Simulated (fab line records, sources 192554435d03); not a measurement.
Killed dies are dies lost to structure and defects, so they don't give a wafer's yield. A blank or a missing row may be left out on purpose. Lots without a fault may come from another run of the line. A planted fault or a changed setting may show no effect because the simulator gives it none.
fab line records | flow n5_finfet
record lots=6 wafers=17 last_day=17
route steps=1938 shown BEOL_M11@1593 BEOL_M12@1602
lots that met no fault: from a run of the same line without faults
start_h: hours from the record's first day to the start of the lot's first wafer shown | wait_h: hours since the lot's step before | " the same as in the row above | L1.1+2: a row that stands for several wafers | - no value, or no start given | * or withheld: withheld | < > ~ a bound
route shown NAME@n: a module of which the file shows steps, and the number in the route of the first | usual: mean/standard deviation of fault-free wafers | same: alike in all rows | chamber/n: place in a boat | sites: the reading at each site | _std_site: their standard deviation | _edge_site: outer sites' mean less inner sites' | radius_mm: how far each site lies from the wafer's centre | mask NAME#n: copy n | behind: the tool/chamber that last shaped the wafer | hold: why the lot was held/for how many hours/how that ended | device: the transistor (n, p or np) that didn't switch | end of line: the same wafers' tests at the end of the route | a step without rows: its recipe alone | killed: dies lost to structure and defects at the first sort, not the wafer's yield | map: a wafer's dies, x killed, . not, _ none there
set.NAME: the setting as run; set.NAME@STEP: as run at that earlier step | model.NAME: the simulator's own value behind a step, which no gauge read
lots at some steps of the route; a table a step, a row a wafer
services: from which hour (start_h, from the record's first day; less than 0 if before it) a tool's chamber was out of use, for how many hours, and why
## steps
# step N5_BEOL_M11_SPUTTER_48
# recipe material=Cu target_thk_a=120 temp_c=-20 bias_v=60 power_w=26000 chamber_pressure_pa=0.13 time_s=2
# step N5_BEOL_M11_ECD_50
# recipe material=Cu target_thk_a=3180
# step N5_BEOL_M11_ANNEAL_51
# recipe temp_c=225 time_s=90 ambient=N2
# step N5_BEOL_M11_CMP_52
# recipe stop_on=SiCOH_lowk t_overpolish_s=7 down_force_psi=1 platen_rpm=50 clearing_platen_down_force_psi=1.5 clearing_platen_rpm=50 post_cmp_clean=cu_alkaline target_thk_nm=140 clearing_platen_pad_velocity_m_s=0.99484 pad_velocity_m_s=0.99484
# usual barrier_field_endpoint_s=28.7/0.98 clearing_platen_down_force_psi=1.4997/0.003 motor_current_A=6.1/0.66 overpolish_run_s=7.001/0.0096 retaining_ring_pressure_frac=1.000/0.0052 time_to_endpoint_s=64/4.3
# same t_overpolish_s=7
# columns lot.wafer tool chamber start_h wait_h barrier_field_endpoint_s clearing_platen_down_force_psi motor_current_A overpolish_run_s retaining_ring_pressure_frac time_to_endpoint_s
L552.3 cmp-04 0 243.13 0.5 28.9 1.4994 5.2 7.010 0.999 59
L552.1 " 1 " " 29.0 1.4950 5.2 6.996 1.009 63
L552.6 " 1 " " 28.7 1.4989 5.0 6.986 1.013 61
L556.1 cmp-03 0 260.97 0.3 30.4 1.5024 6.9 6.993 1.014 74
L556.6 " 3 " " 28.2 1.5069 7.1 6.999 1.010 58
L556.5 " 0 " " 30.8 1.4989 7.6 7.005 1.004 75
L559.2 cmp-04 3 279.49 0.2 29.3 1.5009 6.6 6.992 1.001 66
L559.1 " 0 " " 27.5 1.5037 5.6 7.015 0.994 61
L559.5 " 2 " " 28.9 1.5003 5.9 7.014 0.995 64
L570.1 cmp-04 1 349.97 0.3 27.5 1.4919 5.1 6.999 0.995 64
L570.3 " 2 " " 28.7 1.5032 6.2 7.010 1.001 69
L570.5 " 2 " " 29.2 1.5046 6.0 7.005 1.010 65
L572.4 cmp-01 1 358.92 0.1 29.5 1.4973 5.7 6.989 1.000 66
L572.3 " 3 " " 29.7 1.4980 6.7 6.989 0.984 67
L572.2 " 0 " " 28.7 1.5030 7.0 7.015 0.998 65
L571.4 cmp-01 2 359.39 0.1 28.8 1.4951 6.6 7.004 0.993 71
L571.6 " 3 " " 29.2 1.4977 6.3 7.021 1.004 73
# step N5_BEOL_M11_THK_MEAS_53
# recipe thk_meas_gauge=xrf reads=Cu_of_BEOL_M11_ECD_50
# usual M11_THK=136/4.1
# columns lot.wafer tool chamber start_h wait_h M11_THK[nm]
L552.1 film_metro-01 - 243.43 - 132
L552.3 " - " " 134
L552.6 " - " " 137
L556.1 film_metro-02 - 261.22 - 141
L556.5 " - " " 141
L556.6 " - " " 131
L559.1 film_metro-01 - 279.75 - 128
L559.2 " - " " 140
L559.5 " - " " 139
L570.1 film_metro-02 - 350.26 - 135
L570.3 " - " " 137
L570.5 " - " " 135
L572.2 film_metro-02 - 359.21 - 136
L572.3 " - " " 136
L572.4 " - " " 135
L571.4 film_metro-02 - 359.69 - 139
L571.6 " - " " 138
# step N5_BEOL_M11_PRE_CLEAN_55
# recipe gas=NH3 time_s=15 temp_c=withheld rf_power_w=300
# step N5_BEOL_M11_DEP_56
# recipe material=SiCN target_thk_a=300 temp_c=withheld precursor=3MS/NH3 pressure_torr=3 rf_w=675 time_s=10.5
# usual showerhead_plenum_p_Torr=4.160/0.022 throttle_valve_pct=18.0/0.88
# columns lot.wafer tool chamber start_h wait_h showerhead_plenum_p_Torr throttle_valve_pct
L552.1 pecvd-03 2 243.49 0.0 4.196 17.8
L552.3 " 1 " " 4.127 18.1
L552.6 " 2 " " 4.193 17.3
L556.1 pecvd-01 1 261.29 0.0 4.186 17.7
L556.5 " 2 " " 4.158 17.9
L556.6 " 0 " " 4.165 17.3
L559.1 pecvd-03 0 279.81 0.0 4.139 20.2
L559.2 " 2 " " 4.201 17.6
L559.5 " 0 " " 4.133 20.0
L570.1 pecvd-01 1 350.32 0.0 4.179 17.8
L570.3 " 0 " " 4.165 17.4
L570.5 " 1 " " 4.177 18.0
L572.2 pecvd-02 2 359.27 0.0 4.138 18.0
L572.3 " 0 " " 4.153 16.9
L572.4 " 2 " " 4.127 17.7
L571.4 pecvd-01 0 359.78 0.0 4.177 17.3
L571.6 " 0 " " 4.175 17.4
# step N5_BEOL_M11_RS_MEAS_57
# recipe thk_meas_gauge=four-point-probe reads=Cu_of_BEOL_M11_ECD_50+Co_of_BEOL_M11_CVD_75+TaN_of_BEOL_M11_ALD_74
# usual M11_RS=0.152/0.005
# columns lot.wafer tool chamber start_h wait_h M11_RS[ohm/sq]
L552.1 film_metro-01 - 243.55 0.0 0.159
L552.3 " - " " 0.155
L552.6 " - " " 0.152
L556.1 film_metro-01 - 261.35 0.0 0.148
L556.5 " - " " 0.147
L556.6 " - " " 0.160
L559.1 film_metro-01 - 279.87 0.0 0.162
L559.2 " - " " 0.147
L559.5 " - " " 0.148
L570.1 film_metro-01 - 350.39 0.0 0.154
L570.3 " - " " 0.153
L570.5 " - " " 0.152
L572.2 film_metro-02 - 359.34 0.0 0.153
L572.3 " - " " 0.152
L572.4 " - " " 0.153
L571.4 film_metro-02 - 359.84 0.1 0.151
L571.6 " - " " 0.152
# step N5_BEOL_M11_INSPECT_58
# recipe inspect_instrument=darkfield mode=post_dep
# usual raw_defect_count=71/26
# columns lot.wafer tool chamber start_h wait_h raw_defect_count
L552.1 defect_inspect-01 - 243.58 0.0 60
L552.3 " - " " 88
L552.6 " - " " 109
L556.1 defect_inspect-02 - 261.38 0.0 88
L556.5 " - " " 64
L556.6 " - " " 59
L559.1 defect_inspect-02 - 279.90 0.0 95
L559.2 " - " " 105
L559.5 " - " " 136
L570.1 defect_inspect-02 - 350.41 0.0 78
L570.3 " - " " 65
L570.5 " - " " 80
L572.2 defect_inspect-01 - 359.36 0.0 80
L572.3 " - " " 114
L572.4 " - " " 88
L571.4 defect_inspect-02 - 359.87 0.0 69
L571.6 " - " " 82
# step N5_BEOL_M12_ILD_DEP_00
# recipe material=SiOC target_thk_a=6589.2 temp_c=350 precursor=DEMS/O2 pressure_torr=5 rf_w=500 time_s=130.7
# usual heater_power_w=471/67 showerhead_plenum_p_Torr=5.692/0.013 throttle_valve_pct=12.0/0.58
# columns lot.wafer tool chamber start_h wait_h heater_power_w showerhead_plenum_p_Torr throttle_valve_pct
L552.1 pecvd-01 0 243.62 0.0 413 5.701 11.5
L552.3 " 1 " " 401 5.711 11.7
L552.6 " 1 " " 429 5.704 12.1
L556.1 pecvd-02 0 261.41 0.0 571 5.693 11.0
L556.5 " 2 " " 451 5.664 11.5
L556.6 " 1 " " 464 5.704 12.6
L559.1 pecvd-04 2 279.93 0.0 455 5.687 11.6
L559.2 " 0 " " 458 5.675 13.0
L559.5 " 2 " " 492 5.678 11.5
L570.1 pecvd-01 2 350.45 0.0 359 5.675 11.9
L570.3 " 1 " " 451 5.715 12.0
L570.5 " 1 " " 463 5.705 11.9
L572.2 pecvd-01 2 359.40 0.0 425 5.682 11.7
L572.3 " 1 " " 408 5.713 12.0
L572.4 " 0 " " 476 5.692 11.3
L571.4 pecvd-02 2 359.95 0.1 387 5.673 12.1
L571.6 " 1 " " 449 5.689 12.8
# step N5_BEOL_M12_THK_MEAS_01
# recipe reads=SiOC_of_BEOL_M12_ILD_DEP_00
# usual M12_ILD_THK=658/8.6
# columns lot.wafer tool chamber start_h wait_h M12_ILD_THK[nm]
L552.1 film_metro-01 - 243.75 0.1 657
L552.3 " - " " 649
L552.6 " - " " 658
L556.1 film_metro-02 - 261.54 0.1 649
L556.5 " - " " 647
L556.6 " - " " 669
L559.1 film_metro-01 - 280.08 0.1 661
L559.2 " - " " 667
L559.5 " - " " 678
L570.1 film_metro-02 - 350.58 0.1 653
L570.3 " - " " 654
L570.5 " - " " 669
L572.2 film_metro-02 - 359.53 0.1 649
L572.3 " - " " 664
L572.4 " - " " 669
L571.4 film_metro-02 - 360.04 0.0 651
L571.6 " - " " 664
# step N5_BEOL_M12_COAT_58
# recipe resist=BARC temp_c=205 time_s=60 spin_rpm=1500 resist_thk_nm=89
# step N5_BEOL_M12_COAT_04
# recipe spin_rpm=1625 resist_thk_nm=400
# usual resist_line_temp_C=22.99/0.11 spin_speed_rpm=1625.2/1.1
# columns lot.wafer tool chamber start_h wait_h resist_line_temp_C spin_speed_rpm model.coat_of_BEOL_M12_COAT_04.thk_nm
L552.1 litho_track-05 0 243.78 - 22.88 1625.9 399.8
L552.3 " 0 " " 22.89 1626.2 399.6
L552.6 " 0 " " 22.89 1626.9 398.6
L556.1 litho_track-05 0 261.58 - 22.94 1861.9 374.4
L556.5 " 0 " " 22.99 1862.1 374
L556.6 " 0 " " 22.99 1861.1 375.4
L559.1 litho_track-05 0 280.12 - 22.96 1861.1 373.4
L559.2 " 0 " " 23.22 1861.2 372.6
L559.5 " 0 " " 23.08 1861.6 373.4
L570.1 litho_track-05 0 350.62 - 23.01 1625.8 400.2
L570.3 " 0 " " 22.91 1627.1 401
L570.5 " 0 " " 23.05 1627.1 401.6
L572.2 litho_track-05 0 359.57 - 23.13 1626.1 402
L572.3 " 0 " " 23.23 1623.9 402.8
L572.4 " 0 " " 22.99 1625.3 402.2
L571.4 litho_track-03 0 360.07 - 22.80 1625.0 400
L571.6 " 0 " " 22.98 1625.1 400.4
# step N5_BEOL_M12_EBR_06
# recipe solvent=PGMEA ebr_width_mm=1.5
# step N5_BEOL_M12_SOFTBAKE_05
# recipe temp_c=130 time_s=60
# step N5_BEOL_M12_EXPOSE_07
# recipe mask_id=V11 na=0.93 source_shape=conventional sigma_outer=0.6 polarization=unpolarized attpsm_phase_deg=180 dose_mj=32.5
# step N5_BEOL_M12_PEB_08
# recipe peb_temp_c=130 peb_time_s=90
# step N5_BEOL_M12_DEVELOP_09
# recipe develop_time_s=45 rinse_liquid=diw dry=air_spin dev_temp_c=21
# step N5_BEOL_M12_HARDBAKE_14
# recipe temp_c=130 time_s=120
# step N5_BEOL_M12_CD_MEAS_10
# recipe target_cd_nm=140 landing_energy_ev=500 detector=se_inlens polarity=opening
# usual cd_nm=139.6/2.6
# columns lot.wafer tool chamber start_h wait_h cd_nm
L552.1 cd_sem-03 0 244.17 - 137.1
L552.3 " 0 " " 138.9
L552.6 " 0 " " 135.7
L556.1 cd_sem-01 0 261.85 - 143.4
L556.5 " 0 " " 137.3
L556.6 " 0 " " 139.5
L559.1 cd_sem-01 0 280.51 - 143.5
L559.2 " 0 " " 141.6
L559.5 " 0 " " 137.5
L570.1 cd_sem-03 0 350.88 - 140.4
L570.3 " 0 " " 141.8
L570.5 " 0 " " 138.8
L572.2 cd_sem-02 0 359.96 - 141.9
L572.3 " 0 " " 143.9
L572.4 " 0 " " 145.4
L571.4 cd_sem-03 0 360.34 - 138.0
L571.6 " 0 " " 141.1
# step N5_BEOL_M12_OVL_MEAS_11
# recipe points_per_wafer=44
# usual V11_OVL=-4/5.5
# columns lot.wafer tool chamber start_h wait_h V11_OVL[nm]
L552.1 overlay-02 0 244.21 0.0 3
L552.3 " 0 " " -3
L552.6 " 0 " " -1
L556.1 overlay-02 0 261.88 0.0 4
L556.5 " 0 " " -1
L556.6 " 0 " " -1
L559.1 overlay-02 0 280.54 0.0 -5
L559.2 " 0 " " -5
L559.5 " 0 " " -10
L570.1 overlay-01 0 350.92 0.0 -1
L570.3 " 0 " " -1
L570.5 " 0 " " 3
L572.2 overlay-01 0 359.99 0.0 4
L572.3 " 0 " " -5
L572.4 " 0 " " 3
L571.4 overlay-01 0 360.37 0.0 2
L571.6 " 0 " " 2
# step N5_BEOL_M12_INSPECT_12
# recipe mode=adi inspect_instrument=macro
# usual raw_defect_count=2.1/1.4
# columns lot.wafer tool chamber start_h wait_h raw_defect_count
L552.1 defect_inspect-02 - 244.23 0.0 1
L552.3 " - " " 1
L552.6 " - " " 3
L556.1 defect_inspect-02 - 261.90 0.0 1
L556.5 " - " " 2
L556.6 " - " " 2
L559.1 defect_inspect-02 - 280.56 0.0 0
L559.2 " - " " 0
L559.5 " - " " 0
L570.1 defect_inspect-02 - 350.94 0.0 4
L570.3 " - " " 1
L570.5 " - " " 0
L572.2 defect_inspect-01 - 360.01 0.0 3
L572.3 " - " " 2
L572.4 " - " " 2
L571.4 defect_inspect-02 - 360.39 0.0 2
L571.6 " - " " 3
# step N5_BEOL_M12_DESCUM_15
# recipe chemistry=O2 time_s=7.9 source_power_w=50 bias_power_w=20 pressure_mtorr=20 rf_frequency_hz=2.712e+07 temp_c=40 o2_flow_sccm=225
# usual drypump_motor_current_A=5.4/0.38 o2_flow_sccm=225.0/0.71 oes_product_au=0.79/0.088 rf_vpp_V=242.8/1.5 showerhead_plenum_p_Torr=2.07/0.092 throttle_valve_pct=20.4/0.32
# columns lot.wafer tool chamber start_h wait_h drypump_motor_current_A o2_flow_sccm oes_product_au rf_hours_counter_h rf_vpp_V showerhead_plenum_p_Torr throttle_valve_pct
L552.1 rie_diel-05 0 244.27 0.0 4.9 224.3 0.69 217 240.6 1.96 20.4
L552.3 " 3 " " 5.0 225.1 0.69 241 243.8 2.14 20.5
L552.6 " 1 " " 5.5 224.8 0.77 - 241.8 2.03 20.2
L556.1 rie_diel-04 2 261.94 0.0 5.7 224.3 0.92 13 243.0 2.12 20.4
L556.5 " 0 " " 6.0 224.2 0.86 - 244.6 2.13 20.2
L556.6 " 3 " " 5.1 224.6 0.86 - 243.2 2.14 19.9
L559.1 rie_diel-05 1 280.60 0.0 5.5 224.9 0.75 111 241.9 2.02 20.2
L559.2 " 2 " " 5.7 225.4 0.74 182 241.3 1.92 21.0
L559.5 " 1 " " 5.6 224.8 0.75 - 241.1 2.02 20.3
L570.1 rie_diel-01 1 350.97 0.0 5.2 225.2 0.73 214 242.4 2.05 20.5
L570.3 " 0 " " 6.0 225.1 0.85 96 242.6 2.00 20.1
L570.5 " 0 " " 6.0 224.2 0.85 - 242.1 2.00 20.1
L572.2 rie_diel-05 2 360.05 0.0 5.7 223.7 0.71 213 240.5 1.91 21.0
L572.3 " 0 " " 4.8 223.9 1.00 1 245.7 2.20 20.0
L572.4 " 3 " " 5.0 224.2 0.90 20 243.0 2.13 20.1
L571.4 rie_diel-05 1 360.82 0.4 5.6 224.9 0.72 141 241.8 2.01 20.3
L571.6 " 2 " " 5.7 225.4 0.71 - 241.1 1.91 21.1
# step N5_BEOL_M12_ETCH_59
# recipe chemistry=N2/H2 target=BARC target_depth_a=890 overetch_a=267 time_s=67.9 ion_energy_ev=200 pressure_mtorr=30 source_w=840 bias_w=150 n2_flow_sccm=200 h2_flow_sccm=200
# usual drypump_motor_current_A=5.4/0.38 oes_product_au=0.68/0.071 rf_vpp_V=523/3.2 showerhead_plenum_p_Torr=2.52/0.11 throttle_valve_pct=17.9/0.31
# columns lot.wafer tool chamber start_h wait_h drypump_motor_current_A oes_product_au rf_hours_counter_h rf_vpp_V showerhead_plenum_p_Torr throttle_valve_pct
L552.1 rie_diel-05 0 244.30 0.0 4.9 0.59 217 520 2.43 18.2
L552.3 " 3 " " 5.0 0.59 241 524 2.60 17.8
L552.6 " 1 " " 5.6 0.67 - 522 2.46 17.7
L556.1 rie_diel-04 2 261.97 0.0 5.7 0.79 13 525 2.57 17.8
L556.5 " 0 " " 6.0 0.73 - 524 2.58 17.6
L556.6 " 3 " " 5.1 0.73 - 527 2.61 17.4
L559.1 rie_diel-05 1 280.63 0.0 5.6 0.66 111 522 2.46 17.7
L559.2 " 2 " " 5.7 0.64 182 517 2.34 18.5
L559.5 " 1 " " 5.6 0.66 - 521 2.46 17.7
L570.1 rie_diel-01 1 351.01 0.0 5.2 0.60 214 524 2.51 18.0
L570.3 " 0 " " 6.0 0.71 96 521 2.44 17.7
L570.5 " 0 " " 6.0 0.71 - 522 2.44 17.7
L572.2 rie_diel-05 2 360.08 0.0 5.7 0.62 213 519 2.33 18.5
L572.3 " 0 " " 4.9 0.83 1 528 2.74 17.8
L572.4 " 3 " " 5.0 0.75 20 523 2.59 17.4
L571.4 rie_diel-05 1 360.85 0.0 5.6 0.64 141 521 2.44 17.8
L571.6 " 2 " " 5.7 0.63 - 517 2.33 18.5
# step N5_BEOL_M12_VIA_ETCH_16
# recipe chemistry=C4F8/O2/Ar target=SiOC pressure_mtorr=30 source_w=3000 bias_w=700 Ar_flow_sccm=400 C4F8_flow_sccm=15 O2_flow_sccm=8 he_inner_torr=15 he_outer_torr=30 target_depth_a=7248 time_s=withheld ion_energy_ev=250 ends=cleared
# usual drypump_motor_current_A=5.4/0.38 oes_product_au=0.71/0.076 rf_vpp_V=665/4.1 showerhead_plenum_p_Torr=3.38/0.14 throttle_valve_pct=24.19/0.27
# columns lot.wafer tool chamber start_h wait_h drypump_motor_current_A oes_product_au rf_vpp_V showerhead_plenum_p_Torr throttle_valve_pct model.coat_of_BEOL_M12_COAT_04.thk_nm
L552.1 rie_diel-05 0 244.35 0.0 4.9 0.62 660 3.23 24.19 122.4
L552.3 " 3 " " 5.0 0.62 668 3.47 24.10 123.4
L552.6 " 1 " " 5.6 0.71 661 3.33 24.06 126.4
L556.1 rie_diel-04 2 262.03 0.0 5.7 0.82 669 3.52 24.52 103.6
L556.5 " 0 " " 6.0 0.77 667 3.52 24.19 101.8
L556.6 " 3 " " 5.1 0.79 667 3.48 23.63 91.8
L559.1 rie_diel-05 1 280.68 0.0 5.6 0.68 662 3.32 24.09 101.2
L559.2 " 2 " " 5.7 0.67 657 3.14 24.68 93.2
L559.5 " 1 " " 5.6 0.69 663 3.32 24.09 96.2
L570.1 rie_diel-01 1 351.06 0.0 5.2 0.65 665 3.37 24.33 126.6
L570.3 " 0 " " 6.0 0.75 663 3.31 24.04 129.2
L570.5 " 0 " " 6.0 0.75 662 3.31 24.05 125.6
L572.2 rie_diel-05 2 360.13 0.0 5.7 0.64 656 3.13 24.71 127.8
L572.3 " 0 " " 4.9 0.88 672 3.60 23.88 124
L572.4 " 3 " " 5.0 0.81 669 3.46 23.78 120.2
L571.4 rie_diel-05 1 360.90 0.0 5.6 0.66 662 3.31 24.12 130.8
L571.6 " 2 " " 5.7 0.64 658 3.13 24.70 122
# step N5_BEOL_M12_STRIP_63
# recipe chemistry=N2/H2 power_w=1000 temp_c=250 h2_frac=0.65 overash_fraction=0.3 pressure_mtorr=1000 n2_flow_sccm=1750 h2_flow_sccm=3250
# usual drypump_motor_current_A=5.9/0.83 heater_power_w=326/13 oes_product_au=0.694/0.0046 strip_time_to_endpoint_s=43.0/1
# columns lot.wafer tool chamber start_h wait_h drypump_motor_current_A heater_power_w oes_product_au rf_hours_counter_h strip_time_to_endpoint_s
L552.1 plasma_asher-02 1 244.56 - 4.8 306 0.690 75 42.3
L552.3 " 0 " " 6.7 330 0.689 - 42.6
L552.6 " 1 " " 4.8 319 0.682 - 43.4
L556.1 plasma_asher-02 0 262.23 - 6.7 332 0.687 81 37.2
L556.5 " 0 " " 6.8 334 0.683 - 36.7
L556.6 " 1 " " 4.8 308 0.684 - 33.9
L559.1 plasma_asher-02 1 280.89 - 4.8 310 0.690 83 36.5
L559.2 " 0 " " 6.8 325 0.690 83 34.3
L559.5 " 1 " " 4.8 298 0.687 - 35.2
L570.1 plasma_asher-02 0 351.26 - 6.8 326 0.696 98 43.4
L570.3 " 0 " " 6.7 330 0.696 - 44.2
L570.5 " 1 " " 4.8 315 0.692 - 43.2
L572.2 plasma_asher-01 1 360.33 - 6.6 328 0.693 135 43.8
L572.3 " 1 " " 6.5 311 0.695 - 42.7
L572.4 " 0 " " 5.4 346 0.693 - 41.7
L571.4 plasma_asher-01 0 361.12 - 5.4 331 0.698 - 44.6
L571.6 " 1 " " 6.6 320 0.694 - 42.2
# step N5_BEOL_M12_STRIP_64
# recipe chemistry=N2/H2 power_w=1000 temp_c=250 h2_frac=0.65 overash_fraction=0.3 pressure_mtorr=withheld n2_flow_sccm=1750 h2_flow_sccm=3250
## services
# columns tool chamber start_h hours kind
pecvd-03 - 224.03 1.4 repair
cmp-03 - 231.80 1.0 repair
cmp-01 - 232.64 7.4 pm
plasma_asher-01 - 238.04 20.2 repair
cmp-03 - 242.52 1.3 repair
rie_diel-05 0 245.48 11.8 repair
cmp-03 - 248.23 5.1 pm
cmp-04 - 251.09 0.8 repair
cmp-01 - 252.04 3.5 pm
rie_diel-01 - 259.93 15.6 pm
cmp-03 - 278.24 1.5 repair
pecvd-02 2 283.41 20.6 repair
rie_diel-01 1 286.84 1.3 repair
pecvd-03 - 290.28 1.3 repair
rie_diel-05 3 295.88 15.1 repair
rie_diel-01 0 311.92 8.4 repair
cmp-01 - 312.84 4.0 pm
rie_diel-05 0 314.81 2.2 repair
pecvd-01 - 316.89 0.2 repair
plasma_asher-02 - 320.97 1.1 repair
plasma_asher-02 - 325.86 4.1 repair
cmp-01 - 331.15 0.4 repair
cmp-01 - 335.30 2.6 repair
cmp-04 - 356.88 4.0 pm
## key
first_sign step=N5_BEOL_M12_COAT_04 reading=spin_speed_rpm direction=up sigmas=99+ usual=* struck=*
effect step=N5_BEOL_M12_STRIP_63 reading=strip_time_to_endpoint_s direction=down sigmas=7.2 usual=* struck=*
model_effect step=N5_BEOL_M12_COAT_04 value=coat_of_BEOL_M12_COAT_04.thk_nm without=400.1 struck=373.9
model_effect step=N5_BEOL_M12_VIA_ETCH_16 value=coat_of_BEOL_M12_COAT_04.thk_nm without=124.2 struck=97.97
met_at N5_BEOL_M12_COAT_04
struck_wafers L556.1,L556.5,L556.6,L559.1,L559.2,L559.5
onset_between 243.78 261.58
fault kind=process_parameter_drift tool=litho_track-05 chamber=- onset_h=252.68 steps=N5_BEOL_M12_COAT_04 channel=spin_rpm offset=* shape=step end_h=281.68 acts_in=* stated=*
